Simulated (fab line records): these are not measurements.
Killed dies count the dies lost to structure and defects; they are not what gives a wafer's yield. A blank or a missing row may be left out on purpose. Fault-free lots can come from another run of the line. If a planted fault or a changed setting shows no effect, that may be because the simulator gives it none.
fab line records | flow nand-harc | part 2 of 2: steps 26 to 35 of 35
record lots=5 | wafers=15 | last-day=32
route steps=1302 shown A_SLIT@943 A_SIN_REMOVE@947 A_WL_FILL@952 A_CONTACT@983
lots that met no fault: from a run of the same line without faults
start-h: hours from the record's opening day to when the first of the lot's shown wafers began | wait-h: hours from the lot's prior step to this one | " unchanged from the row above | L1.1+2: one row covering several wafers at once | - value missing, or start not given | * or withheld: withheld | < > ~ a bound
route shown NAME@n: names a module that has steps shown in the file, with the first one's number in the route | usual: the fault-free wafers' mean and standard deviation | same: alike in all rows | chamber/n: place in a boat | sites: each site's reading | _std_site: the values' standard deviation | _edge_site: the outer-site mean with the inner-site mean subtracted | radius-mm: how far each site lies from the wafer's centre | mask NAME#n: copy n | behind: the last tool/chamber to shape the wafer | hold: what put the lot on hold/how long, in hours/how the hold closed | device: which transistor (n, p or np) failed to switch | end of line: tests of these same wafers at the route's end | for a step that has no rows: nothing shown but its recipe | killed: the dies lost at the first sort to structure and to defects; this is not the yield of the wafer | map: a wafer's dies, x killed, . not, _ none there
set.NAME: the run value of the setting; set.NAME@STEP: its run value at that earlier step | model.NAME: the simulator's own value behind a step, which no gauge read
a table for each step, a row for each wafer; lots at some steps of the route
services: when a tool's chamber went out of use (start-h, in hours from the record's first day, below 0 if earlier), for how many hours, and the reason
## steps
# step NHARC_A_WL_FILL_CVD_23
# recipe target-thk-a=400 | temp-c=620 | pressure-mtorr=200 | time-s=800 | material=poly-Si
# usual pressure-mtorr=200.0/0.43 | spike-tc-upper-C=619.4/1.2
lot.wafer | tool          | chamber | start-h | wait-h | pressure-mtorr | spike-tc-upper-C
L077.1    | lpcvd-poly-04 | 0       | 509.45  | -      | 200.1          | 619.8
L077.5    | "             | 0       | "       | "      | 199.8          | 620.0
L077.6    | "             | 0       | "       | "      | 200.1          | 620.4
L079.2    | lpcvd-poly-04 | 0       | 509.45  | 2.2    | 200.6          | 619.6
L079.4    | "             | 0       | "       | "      | 200.8          | 618.3
L079.5    | "             | 0       | "       | "      | 201.3          | 619.9
L082.1    | lpcvd-poly-04 | 0       | 560.54  | 2.5    | 200.5          | 619.2
L082.3    | "             | 0       | "       | "      | 200.2          | 620.7
L082.6    | "             | 0       | "       | "      | 200.6          | 619.2
L094.2    | lpcvd-poly-04 | 0       | 677.61  | 2.4    | 200.4          | 619.1
L094.5    | "             | 0       | "       | "      | 200.1          | 621.9
L094.6    | "             | 0       | "       | "      | 199.5          | 618.4
L096.1    | lpcvd-poly-04 | 0       | 677.61  | 2.2    | 200.2          | 621.3
L096.2    | "             | 0       | "       | "      | 200.0          | 619.6
L096.4    | "             | 0       | "       | "      | 200.5          | 620.1
# step NHARC_A_WL_FILL_ETCHBACK_26
# recipe target-depth-a=520 | time-s=13.3 | hbr-flow-sccm=150 | rf-w=350 | icp-w=350 | bias-w=60 | chemistry=HBr
# usual drypump-motor-current-A=5.8/0.44 | he-backside-leak-sccm=2.8/0.39 | oes-product-au=0.997/0.014 | throttle-valve-pct=23.266/0.0093
lot.wafer | tool      | chamber | start-h | wait-h | drypump-motor-current-A | he-backside-leak-sccm | oes-product-au | rf-hours-counter-h | throttle-valve-pct
L077.1    | rie-si-06 | 1       | 512.01  | 0.4    | 6.5                     | 4.2                   | 1.019          | 0.51               | 23.297
L077.5    | "         | 1       | "       | "      | 6.5                     | 2.7                   | 1.026          | -                  | 23.264
L077.6    | "         | 2       | "       | "      | 5.4                     | 2.4                   | 0.985          | -                  | 23.260
L079.4    | rie-si-01 | 2       | 512.01  | 0.4    | 5.7                     | 3.0                   | 1.003          | 0.82               | 23.271
L079.2    | "         | 3       | "       | "      | 5.4                     | 3.0                   | 0.980          | 0.84               | 23.277
L079.5    | "         | 2       | "       | "      | 5.6                     | 3.1                   | 1.002          | -                  | 23.266
L082.1    | rie-si-01 | 1       | 563.12  | 0.4    | 5.9                     | 2.5                   | 0.988          | 0.02               | 23.269
L082.3    | "         | 3       | "       | "      | 5.4                     | 3.2                   | 1.005          | 0.04               | 23.259
L082.6    | "         | 0       | "       | "      | 6.6                     | 3.8                   | 1.000          | -                  | 23.251
L094.2    | rie-si-03 | 2       | 680.20  | 0.4    | 5.5                     | 2.6                   | 1.016          | 0.63               | 23.281
L094.5    | "         | 2       | "       | "      | 5.5                     | 2.5                   | 1.004          | -                  | 23.263
L094.6    | "         | 3       | "       | "      | 5.4                     | 2.9                   | 0.975          | -                  | 23.265
L096.4    | rie-si-06 | 1       | 680.20  | 0.4    | 6.5                     | 2.7                   | 0.993          | 0.59               | 23.257
L096.2    | "         | 2       | "       | "      | 5.3                     | 2.5                   | 0.996          | 0.45               | 23.256
L096.1    | "         | 0       | "       | "      | 5.9                     | 2.8                   | 0.986          | 0.48               | 23.269
# step NHARC_A_WL_FILL_PRECLEAN_30
# recipe time-s=10 | chemistry=dHF
lot.wafer  | tool         | chamber | start-h | wait-h
L077.1+5+6 | wet-bench-01 | 5,7,1   | 512.15  | 0.1
L079.2+5+4 | wet-bench-03 | 2,3,6   | 512.16  | 0.1
L082.6+3+1 | wet-bench-01 | 4,6,7   | 563.26  | 0.1
L094.5+6+2 | wet-bench-01 | 4,7,0   | 680.34  | 0.1
L096.4+2+1 | wet-bench-03 | 5,7,0   | 680.34  | 0.1
# step NHARC_A_WL_FILL_SRD_14
lot.wafer  | tool         | chamber | start-h | wait-h
L077.1+5+6 | wet-bench-01 | 5,7,1   | 512.18  | 0.0
L079.2+5+4 | wet-bench-03 | 2,3,6   | 512.18  | 0.0
L082.6+3+1 | wet-bench-01 | 4,6,7   | 563.27  | 0.0
L094.5+6+2 | wet-bench-01 | 4,7,0   | 680.36  | 0.0
L096.4+2+1 | wet-bench-03 | 5,7,0   | 680.36  | 0.0
# step NHARC_A_WL_FILL_ALD_19
# recipe target-thk-a=20 | pulse-time-s=3 | ald-cycles=100 | temp-c=450 | material=TiN
# usual heater-power-w=1065/160 | precursor-pulse-height-rel=0.998/0.019
lot.wafer | tool         | chamber | start-h | wait-h | heater-power-w | precursor-pulse-height-rel
L079.2    | ald-metal-01 | 1       | 512.28  | 0.1    | 830            | 0.988
L079.4    | "            | 3       | "       | "      | 990            | 1.008
L079.5    | "            | 1       | "       | "      | 824            | 1.008
L077.1    | ald-metal-04 | 0       | 512.30  | 0.1    | 1366           | 0.981
L077.6    | "            | 3       | "       | "      | 1048           | 1.011
L077.5    | "            | 0       | "       | "      | 1355           | 1.018
L082.1    | ald-metal-03 | 1       | 563.39  | 0.1    | 1216           | 1.030
L082.3    | "            | 2       | "       | "      | 1311           | 0.970
L082.6    | "            | 0       | "       | "      | 870            | 1.032
L096.1    | ald-metal-01 | 0       | 680.46  | 0.1    | 1047           | 0.975
L096.2    | "            | 2       | "       | "      | 972            | 1.016
L096.4    | "            | 3       | "       | "      | 1000           | 1.014
L094.2    | ald-metal-03 | 1       | 680.48  | 0.1    | 1167           | 0.969
L094.5    | "            | 0       | "       | "      | 896            | 1.019
L094.6    | "            | 1       | "       | "      | 1165           | 1.017
# step NHARC_A_WL_FILL_CVD_20
# recipe target-thk-a=1000 | temp-c=400 | pressure-torr=40 | wf6-flow-sccm=40 | h2-flow-sccm=1600 | ar-flow-sccm=1560 | time-s=74 | material=W
# usual heater-power-w=907/50 | throttle-valve-pct=7.9/0.53
lot.wafer | tool     | chamber | start-h | wait-h | heater-power-w | throttle-valve-pct
L077.1    | cvd-w-02 | 0       | -       | -      | 861            | 8.4
L077.6    | "        | 1       | "       | "      | 990            | 7.5
L077.5    | "        | 0       | "       | "      | 862            | 8.3
L079.2    | cvd-w-01 | 0       | -       | -      | 873            | 7.2
L079.4    | "        | 1       | "       | "      | 881            | 8.2
L079.5    | "        | 0       | "       | "      | 869            | 7.2
L082.1    | cvd-w-01 | 0       | -       | -      | 883            | 7.2
L082.3    | "        | 0       | "       | "      | 884            | 7.4
L082.6    | "        | 1       | "       | "      | 884            | 8.5
L094.2    | cvd-w-02 | 0       | -       | -      | 856            | 8.5
L094.5    | "        | 1       | "       | "      | 1008           | 7.5
L094.6    | "        | 0       | "       | "      | 900            | 8.0
L096.1    | cvd-w-01 | 1       | -       | -      | 888            | 8.6
L096.2    | "        | 0       | "       | "      | 870            | 7.4
L096.4    | "        | 1       | "       | "      | 868            | 8.5
# step NHARC_A_WL_FILL_CMP_12
# recipe t-overpolish-s=30 | target-thk-nm=100
# usual motor-current-A=12.6/1.1 | overpolish-run-s=29.999/0.0088 | retaining-ring-pressure-frac=0.999/0.0049 | time-to-endpoint-s=21/3.5
lot.wafer | tool   | chamber | start-h | wait-h | motor-current-A | overpolish-run-s | retaining-ring-pressure-frac | time-to-endpoint-s
L077.1    | cmp-04 | 0       | 512.65  | 0.1    | 11.7            | 29.999           | 0.995                        | 19
L077.6    | "      | 0       | "       | "      | 10.7            | 29.992           | 0.999                        | 22
L077.5    | "      | 1       | "       | "      | 13.0            | 30.001           | 1.000                        | 26
L079.2    | cmp-03 | 1       | 512.71  | 0.2    | 13.1            | 29.987           | 0.995                        | 23
L079.4    | "      | 2       | "       | "      | 14.9            | 29.999           | 0.998                        | 27
L079.5    | "      | 0       | "       | "      | 13.5            | 29.986           | 1.006                        | 18
L082.3    | cmp-02 | 2       | 563.75  | 0.1    | 13.7            | 30.000           | 0.991                        | 25
L082.1    | "      | 0       | "       | "      | 14.0            | 29.994           | 1.004                        | 19
L082.6    | "      | 3       | "       | "      | 14.0            | 29.980           | 0.997                        | 21
L094.2    | cmp-02 | 1       | 680.84  | 0.1    | 11.1            | 30.008           | 1.001                        | 24
L094.6    | "      | 1       | "       | "      | 10.2            | 29.996           | 1.006                        | 25
L094.5    | "      | 2       | "       | "      | 13.6            | 30.018           | 0.994                        | 22
L096.1    | cmp-03 | 3       | 680.97  | 0.2    | 11.9            | 30.014           | 0.998                        | 21
L096.4    | "      | 0       | "       | "      | 12.2            | 30.017           | 0.999                        | 16
L096.2    | "      | 1       | "       | "      | 12.7            | 30.003           | 0.986                        | 19
# step NHARC_A_WL_FILL_SRD_31
lot.wafer  | tool         | chamber | start-h | wait-h
L077.6+5+1 | wet-bench-01 | 5,7,1   | 512.97  | 0.0
L079.4+5+2 | wet-bench-06 | 4,6,0   | 512.98  | 0.0
L082.1+3+6 | wet-bench-01 | 2,4,5   | 564.08  | 0.0
L094.5+2+6 | wet-bench-01 | 5,0,1   | 681.16  | 0.0
L096.1+4+2 | wet-bench-03 | 6,0,3   | 681.29  | 0.0
# step NHARC_A_WL_FILL_INSPECT_15
# usual raw-defect-count=482/140
lot.wafer | tool              | chamber | start-h | wait-h | raw-defect-count
L079.2    | defect-inspect-02 | -       | 513.14  | 0.0    | 470
L079.4    | "                 | -       | "       | "      | 460
L079.5    | "                 | -       | "       | "      | 442
L077.1    | defect-inspect-02 | -       | 513.15  | 0.0    | 643
L077.5    | "                 | -       | "       | "      | 450
L077.6    | "                 | -       | "       | "      | 556
L082.1    | defect-inspect-02 | -       | 564.23  | 0.0    | 559
L082.3    | "                 | -       | "       | "      | 437
L082.6    | "                 | -       | "       | "      | 487
L094.2    | defect-inspect-02 | -       | 681.30  | 0.0    | 317
L094.5    | "                 | -       | "       | "      | 398
L094.6    | "                 | -       | "       | "      | 351
L096.1    | defect-inspect-02 | -       | 681.45  | 0.1    | 425
L096.2    | "                 | -       | "       | "      | 364
L096.4    | "                 | -       | "       | "      | 333
# step NHARC_A_CONTACT_DEP_24
# recipe target-thk-a=5000 | temp-c=400 | pressure-torr=6.5 | rf-w=900 | teos-flow-sccm=161.4 | flow-sccm=2650 | target-thk-nm=500 | gas=O2 | material=SiO2
# usual heater-power-w=545/100 | showerhead-vpp-V=1876/89 | throttle-valve-pct=15.8/0.49
lot.wafer | tool     | chamber | start-h | wait-h | heater-power-w | showerhead-vpp-V | throttle-valve-pct
L079.2    | pecvd-02 | 0       | 513.33  | 0.2    | 510            | 1868             | 15.7
L079.5    | "        | 1       | "       | "      | 713            | 1792             | 14.9
L079.4    | "        | 2       | "       | "      | 473            | 1814             | 15.7
L077.1    | pecvd-04 | 0       | 513.35  | 0.2    | 476            | 1919             | 16.6
L077.6    | "        | 2       | "       | "      | 601            | 2018             | 15.3
L077.5    | "        | 1       | "       | "      | 540            | 1815             | 15.6
L082.3    | pecvd-04 | 2       | 564.30  | 0.1    | 699            | 1995             | 15.7
L082.1    | "        | 1       | "       | "      | 587            | 1839             | 15.8
L082.6    | "        | 0       | "       | "      | 546            | 1914             | 16.9
L094.2    | pecvd-03 | 1       | 681.43  | 0.1    | 526            | 2024             | 15.6
L094.5    | "        | 0       | "       | "      | 367            | 1757             | 15.7
L094.6    | "        | 1       | "       | "      | 538            | 1992             | 15.7
L096.1    | pecvd-02 | 0       | 681.52  | 0.1    | 400            | 1873             | 16.0
L096.2    | "        | 1       | "       | "      | 742            | 1790             | 15.8
L096.4    | "        | 1       | "       | "      | 573            | 1816             | 15.7
## services
tool         | chamber | start-h | hours | kind
rie-diel-05  | 1       | 469.06  | 2.0   | repair
cvd-w-02     | 1       | 472.81  | 1.3   | repair
ald-hk-01    | -       | 475.52  | 10.0  | pm
rie-metal-02 | -       | 513.79  | 3.3   | repair
wet-h3po4-01 | -       | 515.63  | 8.0   | pm
rie-diel-05  | 1       | 521.31  | 8.0   | repair
ald-hk-02    | -       | 527.95  | 10.0  | pm
rie-diel-08  | -       | 544.80  | 9.0   | pm
wet-bench-06 | -       | 545.60  | 8.0   | pm
cvd-w-01     | -       | 547.36  | 13.0  | pm
rie-diel-05  | -       | 557.33  | 0.3   | repair
wet-bench-03 | -       | 562.40  | 8.0   | pm
ald-metal-03 | -       | 568.00  | 10.0  | pm
rie-metal-01 | -       | 575.00  | 9.0   | pm
rie-diel-05  | -       | 583.60  | 9.0   | pm
rie-diel-05  | 0       | 597.91  | 2.5   | repair
cvd-w-01     | 0       | 610.91  | 5.7   | repair
wet-bench-05 | -       | 612.80  | 8.0   | pm
rie-diel-05  | 0       | 619.49  | 15.0  | repair
ald-metal-03 | 0       | 621.94  | 2.0   | repair
wet-bench-01 | -       | 629.78  | 8.0   | pm
rie-metal-02 | -       | 631.00  | 9.0   | pm
cvd-w-02     | -       | 631.39  | 13.0  | pm
cvd-w-02     | -       | 650.62  | 0.6   | repair
